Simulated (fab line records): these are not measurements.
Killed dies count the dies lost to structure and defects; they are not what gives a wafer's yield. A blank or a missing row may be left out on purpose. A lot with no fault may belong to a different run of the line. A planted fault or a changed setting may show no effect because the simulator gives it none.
Matching of chambers | flow n5 finfet | N5_BEOL_M10_CURE_72 on uv cure-02: 3 sister chambers
The step cures SiCOH lowk, time 120 s. 6 wafers are shown with their chamber, then 10 later ones without.

## WAFERS, EACH WITH ITS CHAMBER
wafer  | chamber | wafer_temp_C_max | lamp power pct (%)
L080.2 | 0       | 370.6            | 52.30
L080.6 | 0       | 371.6            | 52.34
L086.4 | 1       | 371.5            | 52.20
L086.6 | 1       | 371.6            | 52.29
L087.1 | 2       | 371.5            | 52.29
L087.4 | 2       | 372.2            | 52.31

## WAFERS WITH NO CHAMBER GIVEN
wafer  | wafer_temp_C_max | lamp power pct (%)
L087.6 | 372.5            | 52.30
L088.2 | 371.5            | 52.38
L088.3 | 371.2            | 52.34
L088.4 | 371.3            | 52.37
L092.2 | 371.6            | 52.28
L092.3 | 371.8            | 52.32
L092.4 | 371.3            | 52.25
L095.2 | 370.9            | 52.26
L095.5 | 371.2            | 52.31
L095.6 | 371.3            | 52.38

## EACH ONE'S CHAMBER
wafer  | from the rows above          | in truth
L087.6 | can't be placed: 2 or 1 or 0 | 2
L088.2 | can't be placed: 0 or 2 or 1 | 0
L088.3 | can't be placed: 0 or 2 or 1 | 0
L088.4 | can't be placed: 0 or 2 or 1 | 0
L092.2 | can't be placed: 2 or 1 or 0 | 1
L092.3 | can't be placed: 2 or 0 or 1 | 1
L092.4 | can't be placed: 1 or 2 or 0 | 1
L095.2 | can't be placed: 1 or 0 or 2 | 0
L095.5 | can't be placed: 0 or 2 or 1 | 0
L095.6 | can't be placed: 0 or 2 or 1 | 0
Correct placement for 0 of the 10. These rows do not allow placing 10 (true chamber among the candidates in 10). Number placed wrongly: 0.
How it was worked out, from the rows above alone: a wafer's distance from a chamber is the root of the sum, over the readings, of the square of ((its reading less the chamber's mean) divided by the reading's scatter). If the next closest chamber is less than 2 further off than the closest, the wafer can't be placed; otherwise it belongs to the closest. For every chamber, the mean is computed from those of its wafers that are shown. The scatter is the square root of a quotient: the sum, over the shown wafers, of each reading's squared deviation from its chamber's mean, divided by wafers minus chambers.
